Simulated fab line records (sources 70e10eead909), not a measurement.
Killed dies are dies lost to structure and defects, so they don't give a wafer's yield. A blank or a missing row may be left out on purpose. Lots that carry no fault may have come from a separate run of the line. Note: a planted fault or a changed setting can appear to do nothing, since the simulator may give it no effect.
Which tool is to blame? / flow nand harc / 18 wafers from 6 lots sampled at 5 of the route's 1159 steps

## WHAT EACH GAUGE READ, for each wafer
NHARC_END_SORT_01.
lot=L866; measured=day 25 11:17; on=prober-02; killed at array=31 665 24

## TOOL THAT RAN EACH LOT (tool first, then ch and the chambers of the sampled wafers, then the start)
lot=L846; NHARC_A_BLC_ETCH_16=rie diel-10 ch 2,3, day 17 16:25; NHARC_A_BLC_STRIP_21=rie diel-04 ch 0,2, day 17 17:30; NHARC_A_BLC_DEGAS_30=pvd sputter-01, day 17 17:55; NHARC_A_BLC_ALD_23=ald metal-01 ch 2,3, day 17 18:10
lot=L854; NHARC_A_BLC_ETCH_16=rie diel-04 ch 0,2, day 19 04:43; NHARC_A_BLC_STRIP_21=rie diel-04 ch 1,2, day 19 05:47; NHARC_A_BLC_DEGAS_30=pvd sputter-03, day 19 06:13; NHARC_A_BLC_ALD_23=ald metal-03 ch 0,2,3, day 19 06:34
lot=L852; NHARC_A_BLC_ETCH_16=rie diel-10 ch 0,3, day 19 15:47; NHARC_A_BLC_STRIP_21=rie diel-10 ch 2,3, day 19 16:52; NHARC_A_BLC_DEGAS_30=pvd sputter-02, day 19 17:16; NHARC_A_BLC_ALD_23=ald metal-04 ch 0,1,3, day 19 17:32
lot=L856; NHARC_A_BLC_ETCH_16=rie diel-10 ch 0,2,3, day 20 02:20; NHARC_A_BLC_STRIP_21=rie diel-10 ch 2,3, day 20 03:24; NHARC_A_BLC_DEGAS_30=pvd sputter-02, day 20 03:50; NHARC_A_BLC_ALD_23=ald metal-04 ch 0,1,2, day 20 04:05
lot=L859; NHARC_A_BLC_ETCH_16=rie diel-01 ch 1,2,3, day 21 10:32; NHARC_A_BLC_STRIP_21=rie diel-01 ch 0,1,2, day 21 11:40; NHARC_A_BLC_DEGAS_30=pvd sputter-03, day 21 12:05; NHARC_A_BLC_ALD_23=ald metal-03 ch 0,1,3, day 21 12:20
lot=L866; NHARC_A_BLC_ETCH_16=rie diel-01 ch 0,3, day 23 03:38; NHARC_A_BLC_STRIP_21=rie diel-04 ch 0,2,3, day 23 05:00; NHARC_A_BLC_DEGAS_30=pvd sputter-02, day 23 05:26; NHARC_A_BLC_ALD_23=ald metal-04 ch 0,1,3, day 23 05:41
- NHARC_A_BLC_ETCH_16: etches the open film in CF4, target depth 39 nm, time 65 s.
- NHARC_A_BLC_STRIP_21: strips in O2.
- NHARC_A_BLC_DEGAS_30: time 60 s.
- NHARC_A_BLC_ALD_23: deposits TiN, target thk 3 nm, pulse time 1 s, ald cycles 150.

## THE ANSWER, worked out from the rows above alone
Rule: the usual values come from the lots themselves. The widest of any qualifying gaps counts: lots, ordered by their means at a reading, are off when they make up no more than a third of the lots, leave a main group of 4 or more, and stand apart from it by 3 or more times the standard deviation of that group's means. A main group is skipped when, at the precision printed for the reading in the tables above, its means are all equal. Also off: a lot with no number at a reading for which 4 or more lots have one. Any other lot the step has rows for is counted as sound.
No lot is off on any of the readings shown, so nothing can be concluded from this.

## WHAT THE SIMULATOR PUT IN
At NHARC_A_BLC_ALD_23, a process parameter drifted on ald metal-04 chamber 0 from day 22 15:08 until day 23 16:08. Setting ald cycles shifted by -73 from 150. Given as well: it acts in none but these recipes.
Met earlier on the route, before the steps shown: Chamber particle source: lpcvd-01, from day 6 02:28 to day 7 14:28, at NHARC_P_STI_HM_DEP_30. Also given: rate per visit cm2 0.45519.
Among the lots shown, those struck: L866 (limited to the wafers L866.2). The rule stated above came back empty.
